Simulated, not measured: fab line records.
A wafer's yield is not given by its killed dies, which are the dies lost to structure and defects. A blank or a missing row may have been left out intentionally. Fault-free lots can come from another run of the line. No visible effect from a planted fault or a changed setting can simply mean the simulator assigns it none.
A struck lot beside a sound one	flow n5-finfet	14 steps out of a route of 1938
Sound: the wafers L250.1, L250.2, L250.6. Wafers L253.2, L253.3, L253.5 were the ones struck. Last of all comes the cause.
Order at every step that has rows: each side's tool, ch and its chambers, its first start. Under that, the readings that differ: sound wafers	struck wafers	difference of the means	sigmas: that difference in standard deviations of wafers without a fault.
alike: a reading whose means differ by less than 2 such deviations, as well as words and numbers matching on both sides. not compared: withheld readings; readings where some wafer has no value; bounds like >300 that might hide an equal value; numbers whose values overlap and for which the record gives no deviation.
A row with sigmas, a row that says differs or no value, or rows on one side alone: a step with any of these is where the two part. Numbers that don't overlap but have no deviation are shown without sigmas and don't part them. A reading missing from all wafers of one side parts the sides only when that side holds two or more wafers.

N5_BEOL_M10_INSPECT_58: inspects for defects (darkfield).
  sound on defect-inspect-01, day 15 03:56; struck on defect-inspect-01, day 15 03:28
  alike: raw-defect-count
N5_BEOL_M11_ILD_DEP_00: deposits SiCOH lowk from DEMS/porogen, target thk 308.51 nm, time 58 s.
  sound on pecvd-02 ch 0,1, day 15 03:59; struck on pecvd-01 ch 0,1, day 15 03:29
  alike: heater-power-outer-w, heater-power-w, showerhead-plenum-p-Torr, throttle-valve-pct
N5_BEOL_M11_CURE_71: cures SiCOH lowk, time 240 s.
  sound on uv-cure-01 ch 1, day 15 04:04; struck on uv-cure-02 ch 1, day 15 03:39
  alike: lamp-power-pct, wafer_temp_C_max
N5_BEOL_M11_THK_MEAS_01:
  sound on film-metro-01, day 15 04:34; struck on film-metro-02, day 15 04:05
  alike: M11_ILD_THK
N5_BEOL_M11_PECVD_70: deposits SiO2 from TEOS/O2, target thk 20 nm, time 22.7 s.
  sound on pecvd-04 ch 0,1,2, day 15 04:37; struck on pecvd-01 ch 1,2, day 15 04:07
  alike: heater-power-outer-w, heater-power-w, showerhead-plenum-p-Torr, throttle-valve-pct
N5_BEOL_M11_HM_DEP_02: deposits TiN, target thk 20 nm.
  sound on pvd-sputter-02, day 15 08:32; struck on pvd-sputter-01, day 15 08:19
  alike: chamber-pressure-pa, substrate-temp-c, throttle-valve-pct
then, 6 steps without rows for these wafers: N5_BEOL_M11_COAT_59 (time 60 s, resist thk 100 nm); N5_BEOL_M11_COAT_60 (time 60 s, resist thk 30 nm); N5_BEOL_M11_COAT_05 (resist thk 90 nm); N5_BEOL_M11_EBR_07; N5_BEOL_M11_SOFTBAKE_06 (time 60 s); N5_BEOL_M11_EXPOSE_08 (exposes mask M11).
N5_BEOL_M11_PEB_09: peb time 60 s.
  struck on litho-track-02, day 15 08:44; sound on litho-track-01 ch 0, day 15 08:58
  no value came back on the struck wafers for chill-plate-temp-C (C), exhaust-pa (Pa); on the sound wafers chill-plate-temp-C (C) reads 22.80 22.87 22.99
then, 1 step without rows for these wafers: N5_BEOL_M11_DEVELOP_10 (develop time 30 s).

WHERE THEY PART
N5_BEOL_M11_PEB_09 only, going by this record.

WHY: what the simulator had put in
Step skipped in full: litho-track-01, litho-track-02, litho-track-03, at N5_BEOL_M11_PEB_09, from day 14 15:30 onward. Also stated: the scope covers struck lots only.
